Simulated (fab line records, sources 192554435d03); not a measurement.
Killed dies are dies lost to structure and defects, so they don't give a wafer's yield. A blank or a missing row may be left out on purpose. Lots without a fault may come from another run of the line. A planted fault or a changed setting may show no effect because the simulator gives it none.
A struck lot beside a sound one | flow n5_finfet | 18 steps out of a route of 1938
Sound: wafers L413.1, L413.3, L413.6. Struck: wafer L411.1. (L411.2 of the same lot was not struck and is left out.) The cause comes at the end.
At each step with rows: each side's tool, then ch and its chambers, then its first start. Under that, the readings that differ: sound wafers | struck wafers | difference of the means | sigmas: that difference in standard deviations of wafers without a fault.
alike: readings whose means differ by less than 2 such deviations, and words and numbers that are the same on both sides. not compared: withheld readings, readings that some wafer has no value for, bounds like >300 that may hide the same value, and numbers for which the record gives no deviation and whose values overlap.
The two part at a step that has a row with sigmas, a row that says differs or no value, or rows on one side only. Numbers that don't overlap but have no deviation are shown without sigmas and don't part them. A reading that every wafer of one side lacks parts them only if that side has two wafers or more.

first, 6 steps without rows for these wafers: N5_BEOL_M7_COAT_22 (resist thk 30 nm); N5_BEOL_M7_EBR_24; N5_BEOL_M7_SOFTBAKE_23 (time 60 s); N5_BEOL_M7_EXPOSE_25 (exposes mask V6, target cd 40 nm); N5_BEOL_M7_PEB_26 (peb time 60 s); N5_BEOL_M7_DEVELOP_27 (develop time 30 s).
N5_BEOL_M7_CD_MEAS_28: target cd 40 nm.
  sound on cd_sem-02 ch 0, day 16 00:52; struck on cd_sem-02 ch 0, day 15 09:14
  alike: cd_nm
N5_BEOL_M7_OVL_MEAS_29:
  sound on overlay-02 ch 0, day 16 00:53; struck on overlay-01 ch 0, day 15 09:16
  alike: V6_OVL
N5_BEOL_M7_INSPECT_30: inspects for defects (brightfield).
  sound on defect_inspect-02, day 16 00:57; struck on defect_inspect-01, day 15 09:19
  alike: raw_defect_count
N5_BEOL_M7_DESCUM_33: chemistry O2, time 7 s.
  sound on rie_diel-02 ch 2,3, day 16 01:01; struck on rie_diel-05 ch 3, day 15 09:21
  alike: drypump_motor_current_A, oes_product_au, rf_vpp_V, showerhead_plenum_p_Torr, throttle_valve_pct
  not compared: rf_hours_counter_h
N5_BEOL_M7_ETCH_72: etches underlayer in N2/H2, target depth 6.5 nm, time 5.2 s.
  sound on rie_diel-02 ch 2,3, day 16 01:03; struck on rie_diel-05 ch 3, day 15 09:23
  alike: drypump_motor_current_A, etch_rf_on_time_s, oes_product_au, rf_vpp_V, showerhead_plenum_p_Torr, throttle_valve_pct
  not compared: rf_hours_counter_h
N5_BEOL_M7_ETCH_65: etches SiARC in CF4, target depth 15.6 nm, time 26 s.
  sound on rie_diel-02 ch 2,3, day 16 01:04; struck on rie_diel-05 ch 3, day 15 09:24
  alike: drypump_motor_current_A, etch_rf_on_time_s, oes_product_au, rf_vpp_V, showerhead_plenum_p_Torr, throttle_valve_pct
  not compared: rf_hours_counter_h
N5_BEOL_M7_ETCH_66: etches SOC in N2/H2, target depth 80 nm, overetch 16 nm, time 120 s.
  sound on rie_diel-02 ch 2,3, day 16 01:06; struck on rie_diel-05 ch 3, day 15 09:26
  reading                                    | sound             | struck | difference | sigmas
  oes_product_au (a.u.)                      | 0.71 0.63 0.63    | 0.88   | +0.22      | +3
  run_length_s (s)                           | 143.0 143.5 143.0 | 112.4  | -30.8      | -96
  model.SiARC_of_BEOL_M7_COAT_64.thk_nm (nm) | 6.4 6.4 6.4       | 7.8    | +1.4       |
  model.BEOL_M7.cd_nm (nm)                   | 40 40 39.8        | 39.2   | -0.7       |
  alike: drypump_motor_current_A, rf_vpp_V, showerhead_plenum_p_Torr, throttle_valve_pct
  not compared: rf_hours_counter_h
then, 2 steps without rows for these wafers: N5_BEOL_M7_STRIP_69 (strips in N2/H2); N5_BEOL_M7_STRIP_73 (strips in N2/H2).
N5_BEOL_M7_VIA_ETCH_34: etches SiCOH lowk in C4F6/O2, target depth 125.5 nm, time 50.5 s.
  sound on rie_diel-02 ch 2,3, day 16 01:12; struck on rie_diel-05 ch 3, day 15 09:32
  reading                  | sound          | struck | difference | sigmas
  model.BEOL_M7.cd_nm (nm) | 39.8 39.8 39.8 | 39.2   | -0.6       |
  alike: drypump_motor_current_A, oes_o_777_au, oes_product_au, rf_vpp_V, run_length_s, showerhead_plenum_p_Torr, throttle_valve_pct
  not compared: rf_hours_counter_h
then, 1 step without rows for these wafers: N5_BEOL_M7_STRIP_76 (strips in C4F6/O2).
-- the record jumps here: 4 days lie between the struck wafers' starts before and after (it left off in module BEOL_M7 and takes up again in module PASSIVATION, whose first step shown is number 1936 of the route) --
N5_PASSIVATION_PROBE_49:
  the record has rows for the struck wafers here (prober-02, day 19 02:48) and none for the sound ones

WHERE THEY PART
First at N5_BEOL_M7_ETCH_66; last, within this record, at N5_PASSIVATION_PROBE_49.

WHY: what the simulator had put in
Process parameter drift: rie_diel-05, from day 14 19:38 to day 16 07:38, at N5_BEOL_M7_ETCH_66. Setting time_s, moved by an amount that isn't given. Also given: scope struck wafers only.
